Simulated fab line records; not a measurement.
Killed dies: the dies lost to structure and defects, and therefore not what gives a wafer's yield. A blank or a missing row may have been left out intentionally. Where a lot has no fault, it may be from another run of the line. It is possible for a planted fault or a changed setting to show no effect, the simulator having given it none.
Split-lot experiment :: flow n5-finfet :: on a route of 1938 steps: 7 lots, 21 wafers read

== ABOUT THE SPLIT ==
At N5_MOL_CONTACT_COAG_COAT_58 (time 60 s, resist thk 10 nm), the setting spin-rpm was moved away from the recipe's 1500 rpm on 8 of the 21 wafers read, by -5.6% to +9.2%. This setting was run at the recipe's value on the other wafers.

== FROM THE SPLIT TO THE READING: what the file shows between them, 3 steps ==
- N5_MOL_CONTACT_COAG_COAT_02: resist thk 30 nm
- N5_MOL_CONTACT_COAG_EBR_04
- N5_MOL_CONTACT_COAG_DESCUM_13: chemistry O2, time 7 s

== THE READING ==
etch.depth-nm (the simulator's own value, which no gauge read), in nm, at N5_MOL_CONTACT_COAG_ETCH_59 (etches underlayer in N2/H2, target depth 13 nm, time 10.4 s). There is no usual value for it anywhere in the file. Across the 13 wafers here that went through the recipe, the average is 9.998 nm and the standard deviation 0.037 nm.

wafer: L074.2
tool, chamber at the split: litho-track-02, 0
spin-rpm as run, rpm: 1583
against the recipe: +5.5%
etch.depth-nm, nm: 9.747
against lot-mates on the recipe: no lot-mate on the recipe

wafer: L074.4
tool, chamber at the split: litho-track-02, 0
spin-rpm as run, rpm: 1583
against the recipe: +5.5%
etch.depth-nm, nm: 9.731
against lot-mates on the recipe: no lot-mate on the recipe

wafer: L074.6
tool, chamber at the split: litho-track-02, 0
spin-rpm as run, rpm: 1583
against the recipe: +5.5%
etch.depth-nm, nm: 9.737
against lot-mates on the recipe: no lot-mate on the recipe

wafer: L075.1
tool, chamber at the split: litho-track-02, 0
spin-rpm as run, rpm: 1500
against the recipe: recipe
etch.depth-nm, nm: 10.02
against lot-mates on the recipe: -

wafer: L075.4
tool, chamber at the split: litho-track-02, 0
spin-rpm as run, rpm: 1416
against the recipe: -5.6%
etch.depth-nm, nm: 10.34
against lot-mates on the recipe: +0.320

wafer: L075.5
tool, chamber at the split: litho-track-02, 0
spin-rpm as run, rpm: 1416
against the recipe: -5.6%
etch.depth-nm, nm: 10.34
against lot-mates on the recipe: +0.320

wafer: L078.1
tool, chamber at the split: litho-track-01, 0
spin-rpm as run, rpm: 1500
against the recipe: recipe
etch.depth-nm, nm: 10.08
against lot-mates on the recipe: -

wafer: L078.3
tool, chamber at the split: litho-track-01, 0
spin-rpm as run, rpm: 1638
against the recipe: +9.2%
etch.depth-nm, nm: 9.617
against lot-mates on the recipe: -0.443

wafer: L078.6
tool, chamber at the split: litho-track-01, 0
spin-rpm as run, rpm: 1500
against the recipe: recipe
etch.depth-nm, nm: 10.04
against lot-mates on the recipe: -

wafer: L089.1
tool, chamber at the split: litho-track-01, 0
spin-rpm as run, rpm: 1500
against the recipe: recipe
etch.depth-nm, nm: 10
against lot-mates on the recipe: -

wafer: L089.3
tool, chamber at the split: litho-track-01, 0
spin-rpm as run, rpm: 1500
against the recipe: recipe
etch.depth-nm, nm: 9.986
against lot-mates on the recipe: -

wafer: L089.4
tool, chamber at the split: litho-track-01, 0
spin-rpm as run, rpm: 1500
against the recipe: recipe
etch.depth-nm, nm: 9.984
against lot-mates on the recipe: -

wafer: L090.4
tool, chamber at the split: litho-track-01, 0
spin-rpm as run, rpm: 1556
against the recipe: +3.7%
etch.depth-nm, nm: 9.8
against lot-mates on the recipe: -0.159

wafer: L090.5
tool, chamber at the split: litho-track-01, 0
spin-rpm as run, rpm: 1500
against the recipe: recipe
etch.depth-nm, nm: 9.961
against lot-mates on the recipe: -

wafer: L090.6
tool, chamber at the split: litho-track-01, 0
spin-rpm as run, rpm: 1500
against the recipe: recipe
etch.depth-nm, nm: 9.957
against lot-mates on the recipe: -

wafer: L091.2
tool, chamber at the split: litho-track-01, 0
spin-rpm as run, rpm: 1500
against the recipe: recipe
etch.depth-nm, nm: 10.04
against lot-mates on the recipe: -

wafer: L091.3
tool, chamber at the split: litho-track-01, 0
spin-rpm as run, rpm: 1585
against the recipe: +5.7%
etch.depth-nm, nm: 9.709
against lot-mates on the recipe: -0.316

wafer: L091.4
tool, chamber at the split: litho-track-01, 0
spin-rpm as run, rpm: 1500
against the recipe: recipe
etch.depth-nm, nm: 10.01
against lot-mates on the recipe: -

wafer: L096.1
tool, chamber at the split: litho-track-03, 0
spin-rpm as run, rpm: 1500
against the recipe: recipe
etch.depth-nm, nm: 9.971
against lot-mates on the recipe: -

wafer: L096.3
tool, chamber at the split: litho-track-03, 0
spin-rpm as run, rpm: 1500
against the recipe: recipe
etch.depth-nm, nm: 9.969
against lot-mates on the recipe: -

wafer: L096.5
tool, chamber at the split: litho-track-03, 0
spin-rpm as run, rpm: 1500
against the recipe: recipe
etch.depth-nm, nm: 9.959
against lot-mates on the recipe: -

THE FIT
A straight line over all 21 wafers: etch.depth-nm changes by -0.0501 nm for each +1% of spin-rpm; r = -0.98; the points scatter about the line by 0.04 nm.
The same after taking each lot's own level away (the mean of its wafers on the recipe; 18 wafers): -0.0522 nm for each +1%; r = -0.99; scatter 0.018 nm.
According to that fit, moving spin-rpm by its largest amount changes the reading by 0.48 nm.
Across the lots, their own levels run from 9.9590 to 10.0600 nm, a range of 2.8 times the standard deviation given above.
So the lot-to-lot level changes the slope little: the two slopes agree.
Check: -0.5 nm against its lot-mates is what the line predicts for one of the wafers moved furthest among these (+9.2%) when that wafer is left out of the fit. It came out at -0.443 nm against them.

== THE WHOLE CHAIN: every reading that the file lists as answering this split, in the file's order ==
step: N5_MOL_CONTACT_COAG_COAT_58
what it does: time 60 s, resist thk 10 nm
reading: underlayer_of_MOL_CONTACT_COAG_COAT_58.thk-nm (the simulator's own value, which no gauge read)
change (the file's fit): -0.0481 nm for each +1% of the setting
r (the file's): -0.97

step: N5_MOL_CONTACT_COAG_ETCH_59
what it does: etches underlayer in N2/H2, target depth 13 nm, time 10.4 s
reading: etch.depth-nm (the simulator's own value, which no gauge read)
change (the file's fit): -0.051 nm for each +1% of the setting
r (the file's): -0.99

== FILE'S OWN FIT ==
etch.depth-nm changes by -0.051 nm for each +1% of spin-rpm, r = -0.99.
